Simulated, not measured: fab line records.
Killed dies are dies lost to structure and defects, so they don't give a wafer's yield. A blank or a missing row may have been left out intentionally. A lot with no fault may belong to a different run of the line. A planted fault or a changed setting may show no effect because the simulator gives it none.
Which tool did it? | flow n5_finfet | 24 lots, 72 wafers sampled, at 6 steps of a route of 1938

WHAT THE GAUGES SHOWED, per wafer
Not one reading of a measure or inspect step in the record can be checked against a usual standard deviation.

TOOL THAT RAN EACH LOT (tool first, then ch and the chambers of the sampled wafers, then the start)
lot  | N5_BEOL_M8_DEGAS_44          | N5_BEOL_M8_SPUTTER_48        | N5_BEOL_M8_DEP_56               | N5_BEOL_M9_CURE_71            | N5_BEOL_M9_ETCH_62                 | N5_BEOL_M9_HM_OPEN_17
L075 | pvd_sputter-03, day 10 04:56 | pvd_sputter-02, day 10 05:38 | pecvd-03 ch 0,1, day 10 06:33   | uv_cure-01 ch 2, day 10 06:55 | rie_diel-04 ch 0,2, day 10 10:28   | rie_metal-03 ch 0,1, day 10 10:41
L074 | pvd_sputter-03, day 10 05:01 | pvd_sputter-02, day 10 07:38 | pecvd-03 ch 0, day 10 08:31     | uv_cure-02 ch 2, day 10 08:44 | rie_diel-01 ch 1,2, day 10 10:40   | rie_metal-01 ch 0, day 10 10:51
L078 | pvd_sputter-02, day 10 21:52 | pvd_sputter-01, day 10 22:31 | pecvd-04 ch 0,1, day 11 00:07   | uv_cure-02 ch 1, day 11 00:20 | rie_diel-04 ch 0,3, day 11 03:23   | rie_metal-02 ch 0,1, day 11 03:34
L076 | pvd_sputter-01, day 11 04:05 | pvd_sputter-02, day 11 06:52 | pecvd-03 ch 1,2, day 11 07:43   | uv_cure-01 ch 1, day 11 08:02 | rie_diel-01 ch 1,2,3, day 11 09:50 | rie_metal-02 ch 0,1, day 11 10:02
L079 | pvd_sputter-02, day 11 07:44 | pvd_sputter-02, day 11 08:40 | pecvd-01 ch 0,1,2, day 11 09:31 | uv_cure-02 ch 0, day 11 09:44 | rie_diel-03 ch 0,1,2, day 11 13:07 | rie_metal-02 ch 0,1, day 11 13:18
L081 | pvd_sputter-02, day 11 12:05 | pvd_sputter-01, day 11 12:44 | pecvd-03 ch 1,2, day 11 13:35   | uv_cure-02 ch 2, day 11 13:53 | rie_diel-04 ch 0,1,3, day 11 16:08 | rie_metal-01 ch 0,1, day 11 16:20
L077 | pvd_sputter-02, day 11 12:30 | pvd_sputter-03, day 11 13:06 | pecvd-03 ch 0,2, day 11 14:08   | uv_cure-02 ch 2, day 11 14:26 | rie_diel-03 ch 2,3, day 11 16:23   | rie_metal-03 ch 0,1, day 11 16:35
L080 | pvd_sputter-01, day 11 12:56 | pvd_sputter-02, day 11 13:34 | pecvd-03 ch 0,2, day 11 14:26   | uv_cure-01 ch 0, day 11 14:47 | rie_diel-04 ch 0,1,2, day 11 16:41 | rie_metal-02 ch 0,1, day 11 16:52
L082 | pvd_sputter-03, day 12 03:36 | pvd_sputter-03, day 12 04:20 | pecvd-04 ch 0,1,2, day 12 05:35 | uv_cure-02 ch 1, day 12 05:48 | rie_diel-03 ch 0,1,2, day 12 09:15 | rie_metal-02 ch 0,1, day 12 09:26
L083 | pvd_sputter-03, day 12 03:46 | pvd_sputter-01, day 12 05:47 | pecvd-03 ch 0,1,2, day 12 06:40 | uv_cure-01 ch 2, day 12 07:06 | rie_diel-03 ch 0,2,3, day 12 09:38 | rie_metal-03 ch 0,1, day 12 09:47
L085 | pvd_sputter-03, day 12 08:13 | pvd_sputter-02, day 12 09:20 | pecvd-03 ch 0,1,2, day 12 10:14 | uv_cure-03 ch 1, day 12 10:55 | rie_diel-01 ch 0,2,3, day 12 13:11 | rie_metal-02 ch 0,1, day 12 13:23
L084 | pvd_sputter-02, day 12 09:32 | pvd_sputter-02, day 12 10:23 | pecvd-03 ch 0,2, day 12 11:23   | uv_cure-03 ch 2, day 12 11:55 | rie_diel-01 ch 1,2,3, day 12 16:27 | rie_metal-02 ch 0,1, day 12 16:38
L087 | pvd_sputter-03, day 13 03:07 | pvd_sputter-03, day 13 03:57 | pecvd-01 ch 1,2, day 13 04:57   | uv_cure-02 ch 2, day 13 05:35 | rie_diel-01 ch 0,1,2, day 13 07:22 | rie_metal-02 ch 0,1, day 13 07:33
L086 | pvd_sputter-01, day 13 06:44 | pvd_sputter-01, day 13 07:35 | pecvd-03 ch 0,2, day 13 08:44   | uv_cure-02 ch 1, day 13 09:03 | rie_diel-04 ch 1,2, day 13 11:11   | rie_metal-03 ch 0,1, day 13 11:23
L088 | pvd_sputter-03, day 13 13:02 | pvd_sputter-02, day 13 13:42 | pecvd-03 ch 0,1,2, day 13 14:56 | uv_cure-03 ch 0, day 13 15:10 | rie_diel-01 ch 1,2,3, day 13 18:29 | rie_metal-02 ch 0,1, day 13 18:40
L090 | pvd_sputter-02, day 13 21:25 | pvd_sputter-03, day 13 22:31 | pecvd-01 ch 1,2, day 13 23:23   | uv_cure-03 ch 1, day 14 00:12 | rie_diel-01 ch 0,2,3, day 14 02:37 | rie_metal-03 ch 0,1, day 14 02:50
L092 | pvd_sputter-02, day 14 07:35 | pvd_sputter-01, day 14 08:35 | pecvd-03 ch 0,2, day 14 11:00   | uv_cure-03 ch 0, day 14 11:13 | rie_diel-01 ch 1,3, day 14 15:00   | rie_metal-01 ch 0, day 14 15:11
L093 | pvd_sputter-02, day 14 08:04 | pvd_sputter-01, day 14 08:41 | pecvd-01 ch 0,1,2, day 14 10:46 | uv_cure-01 ch 2, day 14 10:59 | rie_diel-04 ch 0,1,3, day 14 12:25 | rie_metal-03 ch 0,1, day 14 12:37
L089 | pvd_sputter-01, day 14 08:05 | pvd_sputter-01, day 14 08:48 | pecvd-03 ch 0,1, day 14 11:10   | uv_cure-02 ch 0, day 14 11:32 | rie_diel-01 ch 0,1,2, day 14 14:35 | rie_metal-02 ch 1, day 14 14:50
L091 | pvd_sputter-03, day 14 08:12 | pvd_sputter-01, day 14 08:55 | pecvd-01 ch 0,2, day 14 11:32   | uv_cure-01 ch 0, day 14 11:50 | rie_diel-01 ch 0,2, day 14 15:16   | rie_metal-02 ch 1, day 14 15:28
L094 | pvd_sputter-02, day 14 08:13 | pvd_sputter-01, day 14 10:50 | pecvd-04 ch 0,2, day 14 12:21   | uv_cure-02 ch 1, day 14 12:38 | rie_diel-04 ch 0,1, day 14 15:22   | rie_metal-03 ch 0,1, day 14 15:33
L096 | pvd_sputter-02, day 15 08:46 | pvd_sputter-01, day 15 09:45 | pecvd-03 ch 0,2, day 15 10:47   | uv_cure-01 ch 1, day 15 11:03 | rie_diel-03 ch 0,3, day 15 13:20   | rie_metal-02 ch 0,1, day 15 13:32
L095 | pvd_sputter-02, day 15 09:07 | pvd_sputter-02, day 15 10:01 | pecvd-04 ch 1,2, day 15 11:10   | uv_cure-01 ch 1, day 15 11:32 | rie_diel-01 ch 0,1,2, day 15 13:35 | rie_metal-02 ch 0,1, day 15 13:47
L097 | pvd_sputter-01, day 15 15:01 | pvd_sputter-01, day 15 17:01 | pecvd-03 ch 0,1, day 15 17:58   | uv_cure-02 ch 1, day 15 18:11 | rie_diel-03 ch 0,3, day 15 21:58   | rie_metal-01 ch 0,1, day 15 22:09
- N5_BEOL_M8_DEGAS_44: time 60 s.
- N5_BEOL_M8_SPUTTER_48: material Cu, target thk 10 nm, time 1.667 s.
- N5_BEOL_M8_DEP_56: deposits SiCN from 3MS/NH3, target thk 10 nm, time 17.5 s.
- N5_BEOL_M9_CURE_71: cures SiCOH lowk, time 240 s.
- N5_BEOL_M9_ETCH_62: etches SOC in N2/H2, target depth 110 nm, overetch 22 nm, time 165 s.
- N5_BEOL_M9_HM_OPEN_17: chemistry Cl2/BCl3, target TiN, target depth 20 nm, overetch 6 nm.

WHAT THE TOOLS THEMSELVES READ (means of the sampled wafers that have a number; where no wafer has one, the mark that the record gives instead)
N5_BEOL_M8_DEGAS_44. Usual: heater_power_w at 326 W, with a standard deviation of 29.
lot  | tool           | heater_power_w (W) | flag
L075 | pvd_sputter-03 | 327                |
L074 | pvd_sputter-03 | 338                |
L078 | pvd_sputter-02 | 333                |
L076 | pvd_sputter-01 | 338                |
L079 | pvd_sputter-02 | 306                |
L081 | pvd_sputter-02 | 332                |
L077 | pvd_sputter-02 | 313                |
L080 | pvd_sputter-01 | 334                |
L082 | pvd_sputter-03 | 342                |
L083 | pvd_sputter-03 | 344                |
L085 | pvd_sputter-03 | 326                |
L084 | pvd_sputter-02 | 327                |
L087 | pvd_sputter-03 | 314                |
L086 | pvd_sputter-01 | 373                |
L088 | pvd_sputter-03 | 341                |
L090 | pvd_sputter-02 | 302                |
L092 | pvd_sputter-02 | 302                |
L093 | pvd_sputter-02 | 294                |
L089 | pvd_sputter-01 | 300                |
L091 | pvd_sputter-03 | 343                |
L094 | pvd_sputter-02 | 293                |
L096 | pvd_sputter-02 | 328                |
L095 | pvd_sputter-02 | 321                |
L097 | pvd_sputter-01 | 341                |

N5_BEOL_M8_SPUTTER_48. Usual: chamber_pressure_pa 0.12994 Pa, standard deviation 0.00027; throttle_valve_pct 29.9 %, standard deviation 0.89.
lot  | tool           | chamber_pressure_pa (Pa) | throttle_valve_pct (%) | flag
L075 | pvd_sputter-02 | 0.12995                  | 29.6                   |
L074 | pvd_sputter-02 | 0.12996                  | 30.3                   |
L078 | pvd_sputter-01 | 0.12989                  | 30.3                   |
L076 | pvd_sputter-02 | 0.12977                  | 30.0                   |
L079 | pvd_sputter-02 | 0.12977                  | 29.4                   |
L081 | pvd_sputter-01 | 0.13016                  | 30.1                   |
L077 | pvd_sputter-03 | 0.13004                  | 29.9                   |
L080 | pvd_sputter-02 | 0.12994                  | 29.0                   |
L082 | pvd_sputter-03 | 0.12984                  | 30.1                   |
L083 | pvd_sputter-01 | 0.12967                  | 29.8                   |
L085 | pvd_sputter-02 | 0.13008                  | 29.2                   |
L084 | pvd_sputter-02 | 0.13012                  | 29.2                   |
L087 | pvd_sputter-03 | 0.13019                  | 30.1                   |
L086 | pvd_sputter-01 | 0.13025                  | 30.5                   |
L088 | pvd_sputter-02 | 0.13004                  | 29.9                   |
L090 | pvd_sputter-03 | 0.12994                  | 30.2                   |
L092 | pvd_sputter-01 | 0.12977                  | 29.8                   |
L093 | pvd_sputter-01 | 0.12990                  | 30.5                   |
L089 | pvd_sputter-01 | 0.12969                  | 30.9                   |
L091 | pvd_sputter-01 | 0.12980                  | 30.2                   |
L094 | pvd_sputter-01 | 0.12998                  | 29.9                   |
L096 | pvd_sputter-01 | 0.13007                  | 29.5                   |
L095 | pvd_sputter-02 | 0.13019                  | 30.0                   |
L097 | pvd_sputter-01 | 0.13006                  | 30.4                   |

N5_BEOL_M8_DEP_56. Usual: showerhead_plenum_p_Torr 3.667 Torr, standard deviation 0.015; showerhead_vpp_V 876 V, standard deviation 41; throttle_valve_pct 8.9 %, standard deviation 0.6.
lot  | tool     | showerhead_plenum_p_Torr (Torr) | showerhead_vpp_V (V) | throttle_valve_pct (%) | flag
L075 | pecvd-03 | 3.677                           | 840                  | 9.0                    |
L074 | pecvd-03 | 3.665                           | 839                  | 8.8                    |
L078 | pecvd-04 | 3.666                           | 891                  | 10.0                   |
L076 | pecvd-03 | 3.671                           | 883                  | 8.9                    |
L079 | pecvd-01 | 3.670                           | 877                  | 8.5                    |
L081 | pecvd-03 | 3.674                           | 885                  | 9.2                    |
L077 | pecvd-03 | 3.652                           | 914                  | 8.3                    |
L080 | pecvd-03 | 3.658                           | 882                  | 8.7                    |
L082 | pecvd-04 | 3.666                           | 883                  | 9.4                    |
L083 | pecvd-03 | 3.661                           | 881                  | 8.9                    |
L085 | pecvd-03 | 3.662                           | 868                  | 8.9                    |
L084 | pecvd-03 | 3.650                           | 905                  | 8.4                    |
L087 | pecvd-01 | 3.659                           | 867                  | 8.4                    |
L086 | pecvd-03 | 3.646                           | 913                  | 8.5                    |
L088 | pecvd-03 | 3.665                           | 873                  | 9.0                    |
L090 | pecvd-01 | 3.663                           | 872                  | 8.5                    |
L092 | pecvd-03 | 3.662                           | 873                  | 8.6                    |
L093 | pecvd-01 | 3.672                           | 874                  | 8.4                    |
L089 | pecvd-03 | 3.675                           | 851                  | 8.9                    |
L091 | pecvd-01 | 3.667                           | 885                  | 8.5                    |
L094 | pecvd-04 | 3.665                           | 866                  | 8.9                    |
L096 | pecvd-03 | 3.653                           | 915                  | 8.5                    |
L095 | pecvd-04 | 3.658                           | 882                  | 9.7                    |
L097 | pecvd-03 | 3.671                           | 845                  | 9.1                    |

N5_BEOL_M9_CURE_71. Usual: lamp_power_pct 52.31 %, standard deviation 0.057; wafer_temp_C_max 386.9, standard deviation 0.63.
lot  | tool       | lamp_power_pct (%) | wafer_temp_C_max | flag
L075 | uv_cure-01 | 52.25              | 386.5            |
L074 | uv_cure-02 | 52.30              | 387.6            |
L078 | uv_cure-02 | 52.26              | 387.8            |
L076 | uv_cure-01 | 52.32              | 387.7            |
L079 | uv_cure-02 | 52.29              | 386.1            |
L081 | uv_cure-02 | 52.33              | 387.3            |
L077 | uv_cure-02 | 52.36              | 387.2            |
L080 | uv_cure-01 | 52.35              | 386.3            |
L082 | uv_cure-02 | 52.30              | 387.2            |
L083 | uv_cure-01 | 52.32              | 386.6            |
L085 | uv_cure-03 | 52.28              | 386.5            |
L084 | uv_cure-03 | 52.32              | 387.7            |
L087 | uv_cure-02 | 52.36              | 387.0            |
L086 | uv_cure-02 | 52.28              | 387.5            |
L088 | uv_cure-03 | 52.23              | 386.1            |
L090 | uv_cure-03 | 52.34              | 386.4            |
L092 | uv_cure-03 | 52.35              | 386.3            |
L093 | uv_cure-01 | 52.30              | 386.6            |
L089 | uv_cure-02 | 52.29              | 386.2            |
L091 | uv_cure-01 | 52.34              | 386.6            |
L094 | uv_cure-02 | 52.32              | 388.1            |
L096 | uv_cure-01 | 52.31              | 386.9            |
L095 | uv_cure-01 | 52.36              | 386.9            |
L097 | uv_cure-02 | 52.28              | 387.4            |

N5_BEOL_M9_ETCH_62. Usual: drypump_motor_current_A 5.8 A, standard deviation 0.31; h2_flow_sccm 200.1 sccm, standard deviation 0.6; oes_product_au 0.65 a.u., standard deviation 0.05; rf_vpp_V 523.4 V, standard deviation 2.6; showerhead_plenum_p_Torr 2.53 Torr, standard deviation 0.084; throttle_valve_pct 17.87 %, standard deviation 0.25.
lot  | tool        | drypump_motor_current_A (A) | h2_flow_sccm (sccm) | oes_product_au (a.u.) | rf_vpp_V (V) | showerhead_plenum_p_Torr (Torr) | throttle_valve_pct (%) | flag
L075 | rie_diel-04 | 5.9                         | 200.0               | 0.64                  | 523.3        | 2.49                            | 17.80                  |
L074 | rie_diel-01 | 6.2                         | 200.1               | 0.61                  | 523.9        | 2.56                            | 17.97                  |
L078 | rie_diel-04 | 5.5                         | 200.5               | 0.66                  | 524.4        | 2.54                            | 17.62                  |
L076 | rie_diel-01 | 6.0                         | 200.1               | 0.62                  | 521.9        | 2.50                            | 18.02                  |
L079 | rie_diel-03 | 5.6                         | 199.7               | 0.67                  | 526.6        | 2.62                            | 17.89                  |
L081 | rie_diel-04 | 5.5                         | 200.7               | 0.67                  | 523.4        | 2.51                            | 17.56                  |
L077 | rie_diel-03 | 5.8                         | 199.8               | 0.60                  | 523.8        | 2.56                            | 18.07                  |
L080 | rie_diel-04 | 5.8                         | 200.1               | 0.65                  | 521.7        | 2.47                            | 17.76                  |
L082 | rie_diel-03 | 5.6                         | 200.2               | 0.67                  | 525.5        | 2.61                            | 17.89                  |
L083 | rie_diel-03 | 5.8                         | 199.9               | 0.64                  | 526.0        | 2.60                            | 18.06                  |
L085 | rie_diel-01 | 6.0                         | 199.8               | 0.64                  | 523.8        | 2.54                            | 17.84                  |
L084 | rie_diel-01 | 6.0                         | 200.1               | 0.61                  | 521.8        | 2.49                            | 18.06                  |
L087 | rie_diel-01 | 6.0                         | 200.1               | 0.63                  | 523.8        | 2.54                            | 17.93                  |
L086 | rie_diel-04 | 6.0                         | 200.1               | 0.62                  | 520.3        | 2.42                            | 17.91                  |
L088 | rie_diel-01 | 6.0                         | 200.6               | 0.61                  | 521.9        | 2.49                            | 18.06                  |
L090 | rie_diel-01 | 5.9                         | 199.9               | 0.64                  | 523.9        | 2.54                            | 17.86                  |
L092 | rie_diel-01 | 5.8                         | 199.9               | 0.60                  | 520.5        | 2.43                            | 18.20                  |
L093 | rie_diel-04 | 5.5                         | 200.1               | 0.66                  | 522.4        | 2.50                            | 17.61                  |
L089 | rie_diel-01 | 6.0                         | 199.3               | 0.62                  | 523.1        | 2.54                            | 17.94                  |
L091 | rie_diel-01 | 6.0                         | 200.3               | 0.65                  | 524.7        | 2.58                            | 17.74                  |
L094 | rie_diel-04 | 5.7                         | 199.8               | 0.66                  | 522.8        | 2.49                            | 17.66                  |
L096 | rie_diel-03 | 5.8                         | 200.7               | 0.72                  | 525.9        | 2.62                            | 17.92                  |
L095 | rie_diel-01 | 6.0                         | 200.4               | 0.62                  | 523.3        | 2.53                            | 17.96                  |
L097 | rie_diel-03 | 5.8                         | 199.9               | 0.71                  | 525.0        | 2.62                            | 17.93                  |

N5_BEOL_M9_HM_OPEN_17. Usual: drypump_motor_current_A 5.8 A, standard deviation 0.52; oes_product_au 0.69 a.u., standard deviation 0.076; throttle_valve_pct 22.07 %, standard deviation 0.27.
lot  | tool         | drypump_motor_current_A (A) | oes_product_au (a.u.) | throttle_valve_pct (%) | flag
L075 | rie_metal-03 | 5.5                         | 0.61                  | 21.78                  |
L074 | rie_metal-01 | 5.0                         | 0.75                  | 22.14                  |
L078 | rie_metal-02 | 6.2                         | 0.76                  | 22.14                  |
L076 | rie_metal-02 | 6.2                         | 0.76                  | 22.13                  |
L079 | rie_metal-02 | 5.9                         | 0.73                  | 22.31                  |
L081 | rie_metal-01 | 5.5                         | 0.74                  | 22.01                  |
L077 | rie_metal-03 | 5.4                         | 0.59                  | 21.89                  |
L080 | rie_metal-02 | 5.9                         | 0.72                  | 22.33                  |
L082 | rie_metal-02 | 5.9                         | 0.72                  | 22.31                  |
L083 | rie_metal-03 | 5.5                         | 0.60                  | 21.79                  |
L085 | rie_metal-02 | 5.9                         | 0.71                  | 22.33                  |
L084 | rie_metal-02 | 6.2                         | 0.75                  | 22.14                  |
L087 | rie_metal-02 | 6.2                         | 0.74                  | 22.15                  |
L086 | rie_metal-03 | 5.5                         | 0.59                  | 21.79                  |
L088 | rie_metal-02 | 6.2                         | 0.74                  | 22.15                  |
L090 | rie_metal-03 | 5.4                         | 0.58                  | 21.90                  |
L092 | rie_metal-01 | 5.0                         | 0.71                  | 22.17                  |
L093 | rie_metal-03 | 5.5                         | 0.58                  | 21.82                  |
L089 | rie_metal-02 | 6.5                         | 0.77                  | 21.96                  |
L091 | rie_metal-02 | 6.6                         | 0.77                  | 21.95                  |
L094 | rie_metal-03 | 5.5                         | 0.59                  | 21.79                  |
L096 | rie_metal-02 | 6.2                         | 0.72                  | 22.16                  |
L095 | rie_metal-02 | 5.8                         | 0.68                  | 22.37                  |
L097 | rie_metal-01 | 5.2                         | 0.70                  | 22.11                  |

THE ANSWER, worked out from the rows above alone
Rule: lot off if the mean of its wafers having a number is beyond 3 standard deviations from the usual mean. Also off: a lot with no number at a reading for which 4 or more lots have one. The other lots that the step has rows for count as sound. The gauges are gone through in route order, then the tools' own readings, and for those a lot's mean is taken as printed above. At the first step where some lot is off, the reading lying furthest off is the one used; lots without a number count as furthest.
None of the lots is off at any reading shown; this tells nothing.

WHAT WAS PUT IN BY THE SIMULATOR
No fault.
